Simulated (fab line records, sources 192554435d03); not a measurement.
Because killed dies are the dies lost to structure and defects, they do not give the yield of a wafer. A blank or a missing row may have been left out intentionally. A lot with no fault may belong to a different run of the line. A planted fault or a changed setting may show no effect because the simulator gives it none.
Chamber matching || flow n5_finfet || N5_GATE_CUT_DESCUM_18 on rie_diel-03 has 4 sister chambers
The step chemistry O2, time 7 s. 20 wafers are shown with their chamber, then 10 later ones without.

== WAFERS, EACH WITH ITS CHAMBER ==
{"wafer": "L075.3", "chamber": 3, "showerhead_plenum_p_Torr (Torr)": 1.98, "oes_product_au (a.u.)": 0.73, "drypump_motor_current_A (A)": 5.0}
{"wafer": "L075.4", "chamber": 2, "showerhead_plenum_p_Torr (Torr)": 2.09, "oes_product_au (a.u.)": 0.73, "drypump_motor_current_A (A)": 5.6}
{"wafer": "L075.5", "chamber": 2, "showerhead_plenum_p_Torr (Torr)": 2.09, "oes_product_au (a.u.)": 0.73, "drypump_motor_current_A (A)": 5.6}
{"wafer": "L080.1", "chamber": 2, "showerhead_plenum_p_Torr (Torr)": 2.09, "oes_product_au (a.u.)": 0.73, "drypump_motor_current_A (A)": 5.6}
{"wafer": "L080.2", "chamber": 0, "showerhead_plenum_p_Torr (Torr)": 2.17, "oes_product_au (a.u.)": 0.95, "drypump_motor_current_A (A)": 6.0}
{"wafer": "L080.4", "chamber": 1, "showerhead_plenum_p_Torr (Torr)": 2.05, "oes_product_au (a.u.)": 0.69, "drypump_motor_current_A (A)": 5.6}
{"wafer": "L082.4", "chamber": 2, "showerhead_plenum_p_Torr (Torr)": 2.09, "oes_product_au (a.u.)": 0.72, "drypump_motor_current_A (A)": 5.6}
{"wafer": "L082.5", "chamber": 1, "showerhead_plenum_p_Torr (Torr)": 2.05, "oes_product_au (a.u.)": 0.68, "drypump_motor_current_A (A)": 5.6}
{"wafer": "L082.6", "chamber": 2, "showerhead_plenum_p_Torr (Torr)": 2.09, "oes_product_au (a.u.)": 0.72, "drypump_motor_current_A (A)": 5.6}
{"wafer": "L083.1", "chamber": 3, "showerhead_plenum_p_Torr (Torr)": 1.98, "oes_product_au (a.u.)": 0.72, "drypump_motor_current_A (A)": 5.0}
{"wafer": "L083.2", "chamber": 0, "showerhead_plenum_p_Torr (Torr)": 2.17, "oes_product_au (a.u.)": 0.94, "drypump_motor_current_A (A)": 6.0}
{"wafer": "L083.6", "chamber": 3, "showerhead_plenum_p_Torr (Torr)": 1.98, "oes_product_au (a.u.)": 0.73, "drypump_motor_current_A (A)": 4.9}
{"wafer": "L085.1", "chamber": 1, "showerhead_plenum_p_Torr (Torr)": 2.05, "oes_product_au (a.u.)": 0.69, "drypump_motor_current_A (A)": 5.7}
{"wafer": "L085.3", "chamber": 3, "showerhead_plenum_p_Torr (Torr)": 1.98, "oes_product_au (a.u.)": 0.72, "drypump_motor_current_A (A)": 5.0}
{"wafer": "L085.5", "chamber": 3, "showerhead_plenum_p_Torr (Torr)": 1.98, "oes_product_au (a.u.)": 0.73, "drypump_motor_current_A (A)": 5.0}
{"wafer": "L086.1", "chamber": 3, "showerhead_plenum_p_Torr (Torr)": 1.98, "oes_product_au (a.u.)": 0.73, "drypump_motor_current_A (A)": 5.0}
{"wafer": "L086.2", "chamber": 2, "showerhead_plenum_p_Torr (Torr)": 2.08, "oes_product_au (a.u.)": 0.72, "drypump_motor_current_A (A)": 5.6}
{"wafer": "L086.3", "chamber": 0, "showerhead_plenum_p_Torr (Torr)": 2.16, "oes_product_au (a.u.)": 0.94, "drypump_motor_current_A (A)": 6.0}
{"wafer": "L088.1", "chamber": 3, "showerhead_plenum_p_Torr (Torr)": 1.98, "oes_product_au (a.u.)": 0.72, "drypump_motor_current_A (A)": 5.0}
{"wafer": "L088.4", "chamber": 0, "showerhead_plenum_p_Torr (Torr)": 2.16, "oes_product_au (a.u.)": 0.93, "drypump_motor_current_A (A)": 6.0}

SIGNATURES (averages over the wafers above)
{"reading": "showerhead_plenum_p_Torr", "chamber 0": 2.1650, "chamber 1": 2.0500, "chamber 2": 2.0883, "chamber 3": 1.9800, "scatter within a chamber": 0.00339}
{"reading": "oes_product_au", "chamber 0": 0.9400, "chamber 1": 0.6867, "chamber 2": 0.7250, "chamber 3": 0.7257, "scatter within a chamber": 0.00606}
{"reading": "drypump_motor_current_A", "chamber 0": 6.000, "chamber 1": 5.633, "chamber 2": 5.600, "chamber 3": 4.986, "scatter within a chamber": 0.0309}
Rule: a wafer's distance from a chamber is the root of the sum, over the readings, of the square of ((its reading less the chamber's mean) divided by the reading's scatter). The wafer belongs to the nearest chamber; if the next one is less than 2 further off, it can't be placed. The scatter: the root of (the sum of the squares of (reading less its chamber's mean) over the shown wafers, divided by (wafers less chambers)).

== WAFERS WITHOUT THEIR CHAMBER ==
{"wafer": "L088.5", "showerhead_plenum_p_Torr (Torr)": 2.05, "oes_product_au (a.u.)": 0.68, "drypump_motor_current_A (A)": 5.7}
{"wafer": "L087.1", "showerhead_plenum_p_Torr (Torr)": 2.08, "oes_product_au (a.u.)": 0.72, "drypump_motor_current_A (A)": 5.6}
{"wafer": "L087.3", "showerhead_plenum_p_Torr (Torr)": 2.05, "oes_product_au (a.u.)": 0.68, "drypump_motor_current_A (A)": 5.6}
{"wafer": "L087.4", "showerhead_plenum_p_Torr (Torr)": 2.08, "oes_product_au (a.u.)": 0.72, "drypump_motor_current_A (A)": 5.6}
{"wafer": "L092.2", "showerhead_plenum_p_Torr (Torr)": 2.16, "oes_product_au (a.u.)": 0.92, "drypump_motor_current_A (A)": 6.0}
{"wafer": "L092.3", "showerhead_plenum_p_Torr (Torr)": 2.08, "oes_product_au (a.u.)": 0.72, "drypump_motor_current_A (A)": 5.6}
{"wafer": "L092.4", "showerhead_plenum_p_Torr (Torr)": 2.05, "oes_product_au (a.u.)": 0.68, "drypump_motor_current_A (A)": 5.7}
{"wafer": "L093.1", "showerhead_plenum_p_Torr (Torr)": 2.16, "oes_product_au (a.u.)": 0.91, "drypump_motor_current_A (A)": 6.0}
{"wafer": "L093.2", "showerhead_plenum_p_Torr (Torr)": 2.08, "oes_product_au (a.u.)": 0.72, "drypump_motor_current_A (A)": 5.6}
{"wafer": "L093.4", "showerhead_plenum_p_Torr (Torr)": 2.04, "oes_product_au (a.u.)": 0.67, "drypump_motor_current_A (A)": 5.7}

== WHICH CHAMBER EACH ONE RAN IN ==
{"wafer": "L088.5", "from the rows above": 1, "in truth": 1}
{"wafer": "L087.1", "from the rows above": 2, "in truth": 2}
{"wafer": "L087.3", "from the rows above": 1, "in truth": 1}
{"wafer": "L087.4", "from the rows above": 2, "in truth": 2}
{"wafer": "L092.2", "from the rows above": 0, "in truth": 0}
{"wafer": "L092.3", "from the rows above": 2, "in truth": 2}
{"wafer": "L092.4", "from the rows above": 1, "in truth": 1}
{"wafer": "L093.1", "from the rows above": 0, "in truth": 0}
{"wafer": "L093.2", "from the rows above": 2, "in truth": 2}
{"wafer": "L093.4", "from the rows above": 1, "in truth": 1}
Correctly placed: 10 of 10. From these rows, 0 cannot be placed. Placed wrongly: 0.
